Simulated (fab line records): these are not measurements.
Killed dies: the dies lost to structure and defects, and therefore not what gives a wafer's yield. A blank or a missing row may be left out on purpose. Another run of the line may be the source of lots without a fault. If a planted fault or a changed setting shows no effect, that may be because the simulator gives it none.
Chamber matching | flow n5-finfet | 4 sister chambers for N5_BEOL_M11_STRIP_19 on rie-diel-04
The step strips in O2. 14 wafers are shown with their chamber, then 7 later ones without.

## WAFERS WITH THEIR CHAMBER
wafer  | chamber | showerhead-plenum-p-Torr (Torr) | throttle-valve-pct (%) | oes-product-au (a.u.)
L074.1 | 1       | 2.04                            | 16.40                  | 0.82
L074.2 | 2       | 2.16                            | 16.98                  | 0.68
L074.6 | 1       | 2.04                            | 16.38                  | 0.82
L080.3 | 1       | 2.03                            | 16.43                  | 0.83
L080.5 | 3       | 1.99                            | 16.82                  | 0.70
L080.6 | 0       | 2.13                            | 16.42                  | 0.96
L084.2 | 0       | 2.13                            | 16.39                  | 0.94
L084.3 | 1       | 2.03                            | 16.40                  | 0.81
L084.6 | 0       | 2.13                            | 16.41                  | 0.95
L087.1 | 3       | 1.99                            | 16.82                  | 0.68
L087.3 | 0       | 2.13                            | 16.42                  | 0.92
L087.5 | 3       | 1.99                            | 16.82                  | 0.68
L090.3 | 1       | 2.03                            | 16.44                  | 0.78
L090.5 | 3       | 1.98                            | 16.85                  | 0.69

SIGNATURES (averages over the wafers above)
reading                  | chamber 0 | chamber 1 | chamber 2 | chamber 3 | scatter within a chamber
showerhead-plenum-p-Torr | 2.1300    | 2.0340    | 2.1600    | 1.9875    | 0.00442
throttle-valve-pct       | 16.4100   | 16.4100   | 16.9800   | 16.8275   | 0.0192
oes-product-au           | 0.9425    | 0.8120    | 0.6800    | 0.6875    | 0.0162
Rule: for each reading, subtract the chamber's mean from the wafer's reading, divide by that reading's scatter and square the result; add these up over the readings and take the root, which gives the wafer's distance from the chamber. The wafer belongs to the nearest chamber; if the next one is less than 2 further off, it can't be placed. The scatter is the square root of a quotient: the sum, over the shown wafers, of each reading's squared deviation from its chamber's mean, divided by wafers minus chambers.

## WAFERS WHOSE CHAMBER IS MISSING
wafer  | showerhead-plenum-p-Torr (Torr) | throttle-valve-pct (%) | oes-product-au (a.u.)
L090.6 | 2.15                            | 16.57                  | 0.92
L088.2 | 1.98                            | 16.86                  | 0.69
L088.3 | 2.03                            | 16.44                  | 0.79
L088.5 | 2.03                            | 16.45                  | 0.80
L093.1 | 2.15                            | 16.57                  | 0.91
L093.3 | 2.03                            | 16.45                  | 0.79
L093.6 | 2.12                            | 16.46                  | 0.87

## WHICH CHAMBER EACH ONE RAN IN
wafer  | from the rows above | in truth
L090.6 | 0                   | 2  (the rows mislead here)
L088.2 | 3                   | 3
L088.3 | 1                   | 1
L088.5 | 1                   | 1
L093.1 | 0                   | 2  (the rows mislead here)
L093.3 | 1                   | 1
L093.6 | 0                   | 0
5 of 7 placed correctly. Number that these rows cannot place: 0. Number placed wrongly: 2.
